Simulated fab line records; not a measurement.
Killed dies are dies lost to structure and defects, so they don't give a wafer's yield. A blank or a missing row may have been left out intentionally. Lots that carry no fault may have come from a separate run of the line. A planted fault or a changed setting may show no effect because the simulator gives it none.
fab line records -- flow nandHarc -- part 1 of 2: steps 1 to 4 of 6
record lots=20, wafers=60, lastDay=34
route steps=1302 shown A_STAIRCASE@651
lots that met no fault: taken from a fault-free run of the same line
startH: hours from the record's first day to the start of the lot's first wafer shown -- waitH: hours from the lot's prior step to this one -- " same as the row above -- L1.1+2: several wafers, shown together as one row -- - either no value or no given start -- * or withheld: withheld -- < > ~ a bound
route shown NAME@n: a module of which the file shows steps, and the number in the route of the first -- usual: mean/standard deviation taken from wafers without a fault -- same: alike in all rows -- chamber/n: place in a boat -- sites: each site's reading -- _std_site: standard deviation of those values -- _edge_site: mean of outer sites minus mean of inner sites -- radiusMm: for every site, how far away it sits from the centre of the wafer -- mask NAME#n: copy n -- behind: the last tool/chamber to shape the wafer -- hold: why the lot was held/for how many hours/how that ended -- device: which transistor (n, p or np) failed to switch -- end of line: tests of these same wafers at the route's end -- a step without rows: its recipe alone -- killed: dies lost to structure and defects at the first sort, not the wafer's yield -- map: a wafer's dies, marking killed ones x, the rest . and places with no die _
set.NAME: the setting that was run; set.NAME@STEP: the one run at that earlier step -- model.NAME: the simulator's own value behind a step, which no gauge read
the route's steps for a sample of lots (tables are steps, rows are wafers)
services: when a tool's chamber went out of use (startH, in hours from the record's first day, below 0 if earlier), for how many hours, and the reason
## steps
# step NHARC_A_STAIRCASE_ETCH_169
# recipe targetDepthA=500, timeS=107.1, ionEnergyEv=120, ch3fFlowSccm=50, o2FlowSccm=30, arFlowSccm=200, rfW=500, biasW=100, chemistry=CH3F/O2
# usual biasW=100.0/0.31, drypumpMotorCurrentA=5.9/0.34, mfcArSccm=200.0/0.65, oesProductAu=0.961/0.017, rfVppV=244.8/2.1, showerheadPlenumPTorr=2.50/0.13, throttleValvePct=20.664/0.0086
lot.wafer,tool,chamber,startH,waitH,biasW,drypumpMotorCurrentA,mfcArSccm,oesProductAu,rfHoursCounterH,rfVppV,showerheadPlenumPTorr,throttleValvePct
L074.4,rieDiel-08,0,349.32,0.1,99.8,5.9,200.3,0.946,53,245.0,2.42,20.670
L074.3,rieDiel-08,1,349.32,0.1,100.0,6.3,200.7,0.927,45,246.2,2.64,20.660
L074.5,rieDiel-08,0,349.32,0.1,100.1,5.9,200.7,0.945,-,243.0,2.42,20.675
L077.3,rieDiel-05,2,372.13,0.1,99.9,5.8,200.4,0.989,46,242.7,2.40,20.660
L077.2,rieDiel-05,0,372.13,0.1,99.8,5.6,200.2,0.968,44,242.5,2.28,20.650
L077.1,rieDiel-05,1,372.13,0.1,100.0,6.2,200.8,0.972,45,246.9,2.64,20.668
L076.3,rieDiel-13,1,372.31,0.1,99.9,6.6,200.5,0.984,10,247.3,2.61,20.651
L076.5,rieDiel-13,1,372.31,0.1,100.0,6.6,201.1,0.971,-,244.7,2.61,20.658
L076.4,rieDiel-13,0,372.31,0.1,99.7,5.6,199.9,0.955,-,242.1,2.32,20.669
L078.2,rieDiel-05,0,372.47,0.1,100.2,5.7,200.5,0.973,44,242.2,2.28,20.652
L078.1,rieDiel-05,1,372.47,0.1,100.3,6.2,199.4,0.949,45,246.8,2.64,20.674
L078.6,rieDiel-05,0,372.47,0.1,100.4,5.6,201.3,0.978,-,239.8,2.28,20.655
L079.2,rieDiel-05,2,404.07,0.1,99.9,5.8,199.7,0.984,58,243.9,2.40,20.671
L079.3,rieDiel-05,0,404.07,0.1,100.2,5.6,199.5,0.961,56,240.0,2.27,20.650
L079.5,rieDiel-05,1,404.07,0.1,99.7,6.2,201.2,0.963,-,246.2,2.64,20.665
L080.4,rieDiel-13,2,404.25,0.1,99.8,5.7,200.4,0.943,20,247.3,2.63,20.683
L080.2,rieDiel-13,3,404.25,0.1,100.5,5.9,200.4,0.954,12,242.0,2.30,20.660
L080.3,rieDiel-13,0,404.25,0.1,99.9,5.6,200.1,0.965,23,242.4,2.32,20.667
L081.1,rieDiel-13,2,404.31,0.1,99.7,5.7,200.7,0.942,20,248.2,2.63,20.677
L081.2,rieDiel-13,3,404.31,0.1,99.7,5.9,200.2,0.943,12,242.1,2.30,20.656
L081.4,rieDiel-13,0,404.31,0.1,99.4,5.6,200.4,0.956,23,241.7,2.32,20.661
L082.3,rieDiel-08,0,427.69,0.1,99.6,5.9,201.1,0.941,16,242.8,2.41,20.659
L082.1,rieDiel-08,1,427.69,0.1,100.3,6.3,200.1,0.946,15,247.4,2.63,20.673
L082.5,rieDiel-08,0,427.69,0.1,99.8,5.9,200.1,0.940,-,242.3,2.41,20.674
L083.3,rieDiel-13,2,433.46,0.1,99.6,5.7,200.2,0.962,28,247.2,2.63,20.679
L083.1,rieDiel-13,0,433.46,0.1,100.3,5.6,200.2,0.983,31,240.7,2.32,20.668
L083.6,rieDiel-13,3,433.46,0.1,100.2,5.9,199.8,0.969,-,241.6,2.30,20.671
L085.1,rieDiel-05,3,466.09,0.1,100.2,6.0,198.6,0.918,21,246.1,2.43,20.673
L085.2,rieDiel-05,2,466.09,0.1,100.2,5.8,199.1,0.933,21,241.9,2.39,20.668
L085.5,rieDiel-05,3,466.09,0.1,99.8,6.0,199.5,0.916,-,243.5,2.43,20.666
L086.3,rieDiel-08,2,472.36,0.1,99.9,6.0,200.3,0.980,28,247.2,2.65,20.661
L086.2,rieDiel-08,0,472.36,0.1,100.3,5.9,200.1,0.960,28,244.3,2.41,20.664
L086.5,rieDiel-08,2,472.36,0.1,99.7,6.0,200.0,0.985,-,246.8,2.65,20.660
L087.2,rieDiel-08,2,495.09,0.1,99.9,5.9,199.5,0.952,33,246.4,2.65,20.691
L087.6,rieDiel-08,1,495.09,0.1,99.8,6.3,199.7,0.954,-,247.0,2.62,20.670
L087.5,rieDiel-08,2,495.09,0.1,99.6,5.9,198.9,0.955,-,246.2,2.65,20.662
L088.3,rieDiel-05,1,495.25,0.1,100.0,6.2,200.7,0.936,25,245.9,2.63,20.656
L088.2,rieDiel-05,3,495.25,0.1,100.0,6.0,199.0,0.972,29,243.8,2.42,20.665
L088.5,rieDiel-05,1,495.25,0.1,100.3,6.2,200.8,0.935,-,246.6,2.63,20.669
L090.3,rieDiel-13,0,506.96,0.1,100.0,5.6,200.2,0.968,52,242.2,2.31,20.674
L090.5,rieDiel-13,3,506.96,0.1,100.3,5.9,199.2,0.970,-,240.9,2.29,20.672
L090.6,rieDiel-13,0,506.96,0.1,99.8,5.6,200.2,0.968,-,241.6,2.31,20.673
L089.2,rieDiel-13,1,507.11,0.1,100.6,6.6,200.3,0.968,47,246.2,2.60,20.675
L089.1,rieDiel-13,2,507.11,0.1,100.0,5.7,200.0,0.966,49,244.9,2.62,20.663
L089.3,rieDiel-13,3,507.11,0.1,100.2,5.9,200.8,0.954,41,242.0,2.29,20.670
L093.4,rieDiel-05,3,553.45,0.2,99.7,6.0,199.4,0.942,51,243.5,2.41,20.669
L093.2,rieDiel-05,0,553.45,0.2,100.1,5.6,200.2,0.958,49,246.1,2.64,20.659
L093.5,rieDiel-05,3,553.45,0.2,99.8,6.0,199.8,0.947,-,243.7,2.41,20.681
L095.3,rieDiel-08,2,565.36,0.1,100.0,6.0,198.6,0.963,2,247.1,2.64,20.660
L095.1,rieDiel-08,0,565.36,0.1,100.1,5.9,200.4,0.989,3,242.8,2.39,20.652
L095.5,rieDiel-08,2,565.36,0.1,99.9,6.0,198.8,0.963,-,247.2,2.64,20.673
L094.4,rieDiel-05,0,565.52,0.1,100.2,5.6,199.2,0.977,50,247.7,2.64,20.665
L094.3,rieDiel-05,1,565.52,0.1,100.4,6.2,200.5,0.951,50,245.7,2.62,20.674
L094.1,rieDiel-05,2,565.52,0.1,100.4,5.8,200.8,0.967,52,242.2,2.38,20.657
L096.1,rieDiel-08,3,573.01,0.1,99.8,5.2,200.0,0.964,5,245.0,2.44,20.665
L096.3,rieDiel-08,2,573.01,0.1,99.2,6.0,200.6,0.962,5,246.2,2.64,20.661
L096.4,rieDiel-08,2,573.01,0.1,99.4,6.0,200.3,0.962,-,247.6,2.64,20.670
L097.3,rieDiel-08,3,584.46,0.2,100.5,5.2,200.1,0.948,11,243.7,2.44,20.647
L097.4,rieDiel-08,0,584.46,0.2,100.1,5.9,199.1,0.943,11,242.1,2.39,20.675
L097.6,rieDiel-08,1,584.46,0.2,100.1,6.3,199.7,0.961,-,247.0,2.61,20.667
# step NHARC_A_STAIRCASE_ETCH_170
# recipe targetDepthA=2000, timeS=66.667, ionEnergyEv=250, c4f6FlowSccm=25, o2FlowSccm=20, arFlowSccm=500, rfW=600, biasW=500, chemistry=C4F6/O2
# usual biasW=500.4/1.5, drypumpMotorCurrentA=5.9/0.33, mfcArSccm=500.0/1.5, oesProductAu=0.976/0.016, rfVppV=548/4.1, showerheadPlenumPTorr=3.98/0.2, throttleValvePct=26.903/0.0095
lot.wafer,tool,chamber,startH,waitH,biasW,drypumpMotorCurrentA,mfcArSccm,oesProductAu,rfHoursCounterH,rfVppV,showerheadPlenumPTorr,throttleValvePct
L074.4,rieDiel-08,2,-,-,503.0,5.9,498.2,0.952,55,542,3.66,26.886
L074.3,rieDiel-08,3,-,-,501.4,5.2,500.4,0.978,55,548,3.94,26.895
L074.5,rieDiel-08,2,-,-,504.9,5.9,498.2,0.958,-,541,3.66,26.923
L077.1,rieDiel-05,2,-,-,499.4,5.8,498.0,1.020,47,547,3.84,26.894
L077.2,rieDiel-05,0,-,-,500.3,5.6,499.2,1.000,44,543,3.65,26.896
L077.3,rieDiel-05,1,-,-,501.4,6.2,500.9,0.986,45,553,4.20,26.899
L076.3,rieDiel-13,0,-,-,498.5,5.6,500.3,0.959,10,544,3.72,26.893
L076.4,rieDiel-13,2,-,-,499.3,5.7,502.0,0.960,-,553,4.19,26.921
L076.5,rieDiel-13,0,-,-,500.4,5.6,501.3,0.972,-,543,3.72,26.890
L078.2,rieDiel-05,0,-,-,501.7,5.6,500.5,0.987,44,542,3.65,26.900
L078.1,rieDiel-05,1,-,-,501.3,6.2,496.2,0.961,45,551,4.20,26.921
L078.6,rieDiel-05,3,-,-,498.4,6.0,499.5,0.984,-,547,3.90,26.899
L079.2,rieDiel-05,2,-,-,498.6,5.8,499.2,0.990,58,543,3.83,26.910
L079.3,rieDiel-05,3,-,-,501.4,6.0,500.4,0.967,43,546,3.89,26.904
L079.5,rieDiel-05,2,-,-,500.9,5.8,500.7,0.994,-,546,3.83,26.895
L080.4,rieDiel-13,3,-,-,501.6,5.9,498.2,0.974,12,543,3.69,26.903
L080.3,rieDiel-13,0,-,-,501.3,5.6,497.4,0.975,23,542,3.71,26.898
L080.2,rieDiel-13,1,-,-,499.6,6.6,499.2,0.985,22,550,4.14,26.901
L081.2,rieDiel-13,3,-,-,500.6,5.9,500.6,0.961,12,543,3.69,26.918
L081.4,rieDiel-13,0,-,-,498.7,5.6,498.3,0.967,23,543,3.71,26.889
L081.1,rieDiel-13,1,-,-,499.4,6.6,500.0,0.991,22,552,4.14,26.902
L082.1,rieDiel-08,0,-,-,500.6,5.9,501.2,0.959,16,545,3.85,26.906
L082.3,rieDiel-08,2,-,-,498.9,6.0,499.5,0.963,15,552,4.22,26.899
L082.5,rieDiel-08,1,-,-,502.4,6.3,499.0,0.953,-,552,4.18,26.902
L083.1,rieDiel-13,3,-,-,498.0,5.9,501.8,0.984,19,541,3.68,26.899
L083.3,rieDiel-13,1,-,-,499.9,6.6,498.1,0.981,30,551,4.14,26.906
L083.6,rieDiel-13,3,-,-,498.5,5.9,499.5,0.979,-,542,3.68,26.902
L085.1,rieDiel-05,1,-,-,500.5,6.2,499.0,0.924,18,552,4.18,26.914
L085.2,rieDiel-05,2,-,-,501.5,5.8,499.5,0.935,21,544,3.82,26.897
L085.5,rieDiel-05,2,-,-,500.9,5.8,501.8,0.952,-,545,3.82,26.895
L086.2,rieDiel-08,1,-,-,502.9,6.3,498.8,0.975,26,552,4.18,26.899
L086.3,rieDiel-08,2,-,-,498.9,6.0,502.0,0.986,28,552,4.21,26.897
L086.5,rieDiel-08,1,-,-,501.3,6.3,499.4,0.969,-,551,4.18,26.895
L087.2,rieDiel-08,0,-,-,499.5,5.9,500.7,0.966,36,546,3.84,26.902
L087.5,rieDiel-08,2,-,-,499.4,6.0,498.9,0.969,-,551,4.21,26.889
L087.6,rieDiel-08,3,-,-,500.0,5.2,500.9,0.967,-,547,3.91,26.918
L088.2,rieDiel-05,2,-,-,504.2,5.8,500.1,0.985,29,546,3.81,26.888
L088.3,rieDiel-05,3,-,-,503.1,6.0,502.9,0.984,29,546,3.87,26.895
L088.5,rieDiel-05,1,-,-,500.2,6.2,497.3,0.965,-,552,4.18,26.894
L090.3,rieDiel-13,0,-,-,502.8,5.6,500.6,0.983,53,542,3.70,26.909
L090.5,rieDiel-13,3,-,-,498.6,5.9,498.1,0.993,-,540,3.67,26.887
L090.6,rieDiel-13,0,-,-,500.0,5.6,499.9,0.998,-,542,3.70,26.899
L089.1,rieDiel-13,1,-,-,502.3,6.6,500.2,0.984,47,552,4.13,26.890
L089.2,rieDiel-13,2,-,-,501.9,5.7,502.6,0.989,49,551,4.16,26.905
L089.3,rieDiel-13,3,-,-,503.4,5.9,500.0,0.968,41,541,3.67,26.898
L093.4,rieDiel-05,0,-,-,500.5,5.6,500.2,0.982,49,553,4.20,26.894
L093.2,rieDiel-05,2,-,-,500.4,5.8,500.7,0.981,51,544,3.80,26.900
L093.5,rieDiel-05,0,-,-,499.1,5.6,501.4,0.980,-,553,4.20,26.902
L095.3,rieDiel-08,1,-,-,501.7,6.3,500.7,0.989,3,552,4.16,26.892
L095.1,rieDiel-08,3,-,-,501.9,5.2,498.8,0.976,2,546,3.90,26.906
L095.5,rieDiel-08,0,-,-,499.9,5.9,501.1,0.995,-,545,3.83,26.907
L094.4,rieDiel-05,1,-,-,499.6,6.1,499.4,0.962,50,552,4.16,26.911
L094.1,rieDiel-05,2,-,-,498.8,5.8,500.2,0.976,52,545,3.80,26.897
L094.3,rieDiel-05,3,-,-,497.7,6.0,501.0,0.985,52,546,3.86,26.906
L096.3,rieDiel-08,2,-,-,497.2,6.0,500.5,0.967,5,554,4.19,26.910
L096.1,rieDiel-08,1,-,-,498.9,6.3,500.7,0.990,8,551,4.16,26.914
L096.4,rieDiel-08,3,-,-,500.2,5.2,499.5,0.968,-,546,3.90,26.911
L097.3,rieDiel-08,2,-,-,500.4,6.0,500.8,0.993,10,553,4.19,26.888
L097.4,rieDiel-08,0,-,-,501.1,5.9,500.2,0.981,11,544,3.82,26.921
L097.6,rieDiel-08,3,-,-,498.4,5.2,503.5,0.978,-,545,3.90,26.894
# step NHARC_A_STAIRCASE_TRIM_193
# recipe timeS=211.2, o2FlowSccm=500, arFlowSccm=0, biasW=0, chemistry=O2
# usual drypumpMotorCurrentA=5.9/0.34, mfcArSccm=0.011/0.012, oesProductAu=1.002/0.0092, rfVppV=57.9/0.92, showerheadPlenumPTorr=3.59/0.18, throttleValvePct=17.037/0.0096
# same biasW=0
lot.wafer,tool,chamber,startH,waitH,drypumpMotorCurrentA,mfcArSccm,oesProductAu,rfHoursCounterH,rfVppV,showerheadPlenumPTorr,throttleValvePct
L074.4,rieDiel-05,1,-,-,6.2,0,1.003,40,58.5,3.78,17.040
L074.3,rieDiel-05,3,-,-,6.0,0.029,1.009,25,58.4,3.50,17.025
L074.5,rieDiel-05,1,-,-,6.2,0,0.991,-,58.8,3.78,17.044
L077.1,rieDiel-13,0,-,-,5.6,0,0.993,13,55.7,3.34,17.050
L077.3,rieDiel-13,1,-,-,6.6,0.020,1.013,13,57.5,3.74,17.029
L077.2,rieDiel-13,2,-,-,5.7,0.007,0.986,12,58.1,3.77,17.037
L076.3,rieDiel-08,0,-,-,5.9,0.025,1.003,1,57.3,3.47,17.062
L076.4,rieDiel-08,2,-,-,6.0,0.017,1.004,1,58.1,3.81,17.037
L076.5,rieDiel-08,1,-,-,6.3,0,0.998,-,57.2,3.78,17.023
L078.2,rieDiel-05,0,-,-,5.6,0,1.013,47,57.0,3.28,17.031
L078.1,rieDiel-05,2,-,-,5.8,0.031,1.022,49,56.5,3.45,17.043
L078.6,rieDiel-05,0,-,-,5.6,0,1.014,-,55.2,3.27,17.031
L079.3,rieDiel-13,1,-,-,6.6,0.020,1.007,24,58.3,3.73,17.046
L079.2,rieDiel-13,3,-,-,5.9,0,0.999,14,57.0,3.31,17.038
L079.5,rieDiel-13,2,-,-,5.7,0.007,1.009,-,58.0,3.76,17.032
L081.4,rieDiel-08,1,-,-,6.3,0,1.008,9,58.5,3.77,17.036
L081.1,rieDiel-08,2,-,-,6.0,0.017,1.004,10,58.8,3.80,17.031
L081.2,rieDiel-08,3,-,-,5.2,0,1.014,10,57.8,3.53,17.042
L080.4,rieDiel-13,3,-,-,5.9,0,1.000,14,56.9,3.31,17.053
L080.3,rieDiel-13,1,-,-,6.6,0.020,1.018,25,58.5,3.73,17.038
L080.2,rieDiel-13,2,-,-,5.7,0.007,1.007,22,56.0,3.76,17.041
L082.3,rieDiel-05,3,-,-,6.0,0.029,1.010,8,56.2,3.49,17.036
L082.1,rieDiel-05,0,-,-,5.7,0,1.015,7,57.5,3.80,17.038
L082.5,rieDiel-05,3,-,-,6.0,0.029,0.997,-,58.8,3.49,17.052
L083.3,rieDiel-08,0,-,-,5.9,0.025,0.995,19,57.8,3.46,17.021
L083.1,rieDiel-08,1,-,-,6.3,0,1.007,18,58.6,3.77,17.041
L083.6,rieDiel-08,0,-,-,5.9,0.025,1.001,-,57.2,3.46,17.040
L085.2,rieDiel-13,3,-,-,5.9,0,1.000,29,57.1,3.30,17.044
L085.1,rieDiel-13,1,-,-,6.6,0.020,1.011,38,57.5,3.72,17.025
L085.5,rieDiel-13,3,-,-,5.9,0,1.003,-,56.9,3.30,17.031
L086.3,rieDiel-08,2,-,-,6.0,0.017,1.001,32,60.2,3.79,17.039
L086.2,rieDiel-08,0,-,-,5.9,0.025,1.001,34,56.0,3.45,17.044
L086.5,rieDiel-08,3,-,-,5.2,0,0.986,-,58.2,3.52,17.025
L087.2,rieDiel-05,0,-,-,5.6,0,1.010,26,57.7,3.79,17.040
L087.6,rieDiel-05,3,-,-,6.0,0.029,1.008,-,57.8,3.48,17.050
L087.5,rieDiel-05,0,-,-,5.6,0,1.009,-,58.4,3.79,17.022
L088.3,rieDiel-08,1,-,-,6.3,0,1.004,34,58.2,3.76,17.037
L088.2,rieDiel-08,2,-,-,6.0,0.017,1.011,35,59.1,3.79,17.051
L088.5,rieDiel-08,1,-,-,6.3,0,1.002,-,59.1,3.76,17.030
L090.3,rieDiel-13,2,-,-,5.7,0.007,0.998,53,59.0,3.75,17.026
L090.6,rieDiel-13,1,-,-,6.6,0.020,1.008,-,57.1,3.72,17.044
L090.5,rieDiel-13,2,-,-,5.7,0.007,0.989,-,58.4,3.75,17.046
L089.1,rieDiel-05,0,-,-,5.7,0,1.014,31,58.1,3.79,17.041
L089.2,rieDiel-05,2,-,-,5.8,0.031,1.009,36,57.4,3.42,17.031
L089.3,rieDiel-05,3,-,-,6.0,0.029,1.003,36,59.2,3.48,17.045
L093.4,rieDiel-05,0,-,-,5.6,0,1.011,49,58.2,3.78,17.033
L093.2,rieDiel-05,3,-,-,6.0,0.029,0.993,52,59.0,3.47,17.028
L093.5,rieDiel-05,1,-,-,6.2,0,0.994,-,57.9,3.75,17.041
L095.3,rieDiel-05,3,-,-,6.0,0.029,1.001,54,58.5,3.46,17.043
L095.1,rieDiel-05,0,-,-,5.7,0,1.010,52,57.9,3.78,17.044
L095.5,rieDiel-05,3,-,-,6.0,0.029,0.993,-,58.4,3.47,17.010
L094.1,rieDiel-05,3,-,-,6.0,0.029,1.001,54,56.3,3.47,17.030
L094.4,rieDiel-05,0,-,-,5.6,0,1.015,52,56.8,3.78,17.051
L094.3,rieDiel-05,1,-,-,6.2,0,1.004,53,58.6,3.74,17.035
L096.4,rieDiel-13,0,-,-,5.6,0,0.978,13,57.9,3.31,17.037
L096.1,rieDiel-13,1,-,-,6.6,0.020,1.011,16,59.2,3.71,17.041
L096.3,rieDiel-13,2,-,-,5.7,0.007,0.994,18,58.1,3.73,17.014
L097.4,rieDiel-08,3,-,-,5.2,0,1.005,17,57.5,3.50,17.032
L097.3,rieDiel-08,0,-,-,5.9,0.025,1.003,19,58.0,3.43,17.033
L097.6,rieDiel-08,1,-,-,6.3,0,1.000,-,58.1,3.74,17.033
# step NHARC_A_STAIRCASE_ETCH_203
# recipe targetDepthA=1000, timeS=40.5, ionEnergyEv=400, c4f8FlowSccm=20, o2FlowSccm=10, arFlowSccm=withheld, rfW=600, biasW=1000, chemistry=C4F8/O2
# usual biasW=1000/3.1, oesProductAu=0.945/0.0099, rfVppV=897/7.1
lot.wafer,tool,chamber,startH,waitH,biasW,oesProductAu,rfHoursCounterH,rfVppV
L074.3,rieDiel-05,3,-,-,1003,0.936,27,895
L074.4,rieDiel-05,0,-,-,1000,0.941,41,886
L074.5,rieDiel-05,1,-,-,998,0.928,-,904
L077.2,rieDiel-13,3,-,-,999,0.943,5,889
L077.3,rieDiel-13,1,-,-,1002,0.953,13,903
L077.1,rieDiel-13,2,-,-,1001,0.945,13,906
L076.3,rieDiel-08,0,-,-,1001,0.947,2,895
L076.4,rieDiel-08,1,-,-,999,0.949,2,904
L076.5,rieDiel-08,0,-,-,1000,0.956,-,894
L078.2,rieDiel-05,0,-,-,1001,0.954,48,886
L078.1,rieDiel-05,2,-,-,997,0.962,49,892
L078.6,rieDiel-05,3,-,-,1004,0.947,-,896
L079.3,rieDiel-08,0,-,-,1004,0.947,11,894
L079.2,rieDiel-08,2,-,-,997,0.944,10,906
L079.5,rieDiel-08,3,-,-,1007,0.940,-,896
L081.2,rieDiel-08,3,-,-,1001,0.948,11,898
L081.4,rieDiel-08,0,-,-,1001,0.945,11,895
L081.1,rieDiel-08,1,-,-,1007,0.947,10,904
L080.2,rieDiel-13,1,-,-,1004,0.967,25,902
L080.4,rieDiel-13,2,-,-,1005,0.944,23,905
L080.3,rieDiel-13,3,-,-,1000,0.949,15,888
L082.1,rieDiel-08,1,-,-,1008,0.943,18,903
L082.3,rieDiel-08,3,-,-,1002,0.958,18,896
L082.5,rieDiel-08,1,-,-,1002,0.952,-,904
L083.3,rieDiel-08,3,-,-,1000,0.945,19,896
L083.1,rieDiel-08,0,-,-,998,0.948,19,895
L083.6,rieDiel-08,3,-,-,1003,0.950,-,896
L085.2,rieDiel-08,0,-,-,1003,0.936,28,893
L085.1,rieDiel-08,1,-,-,995,0.936,27,906
L085.5,rieDiel-08,0,-,-,1002,0.941,-,895
L086.3,rieDiel-08,1,-,-,999,0.944,31,904
L086.2,rieDiel-08,0,-,-,999,0.931,34,893
L086.5,rieDiel-08,2,-,-,999,0.943,-,905
L087.2,rieDiel-05,2,-,-,999,0.955,31,893
L087.6,rieDiel-05,1,-,-,998,0.924,-,904
L087.5,rieDiel-05,2,-,-,1002,0.957,-,892
L088.2,rieDiel-13,2,-,-,1002,0.941,48,904
L088.3,rieDiel-13,0,-,-,1000,0.938,52,889
L088.5,rieDiel-13,2,-,-,1001,0.953,-,904
L089.1,rieDiel-08,1,-,-,1001,0.949,40,905
L089.2,rieDiel-08,2,-,-,1005,0.936,41,906
L089.3,rieDiel-08,0,-,-,1002,0.953,45,893
L090.3,rieDiel-13,3,-,-,1001,0.963,47,888
L090.5,rieDiel-13,0,-,-,1006,0.934,-,889
L090.6,rieDiel-13,1,-,-,1001,0.950,-,905
L093.4,rieDiel-13,3,-,-,1003,0.939,7,887
L093.2,rieDiel-13,1,-,-,999,0.962,10,902
L093.5,rieDiel-13,0,-,-,998,0.926,-,888
L095.3,rieDiel-05,3,-,-,1000,0.930,55,895
L095.1,rieDiel-05,1,-,-,996,0.952,55,904
L095.5,rieDiel-05,3,-,-,999,0.932,-,893
L094.1,rieDiel-13,3,-,-,998,0.944,13,887
L094.3,rieDiel-13,0,-,-,1005,0.933,11,889
L094.4,rieDiel-13,2,-,-,995,0.945,16,904
L096.4,rieDiel-13,1,-,-,997,0.959,17,902
L096.1,rieDiel-13,3,-,-,1001,0.938,15,887
L096.3,rieDiel-13,0,-,-,1001,0.934,13,887
L097.3,rieDiel-13,2,-,-,1003,0.942,24,902
L097.4,rieDiel-13,3,-,-,1002,0.947,21,887
L097.6,rieDiel-13,3,-,-,998,0.944,-,888
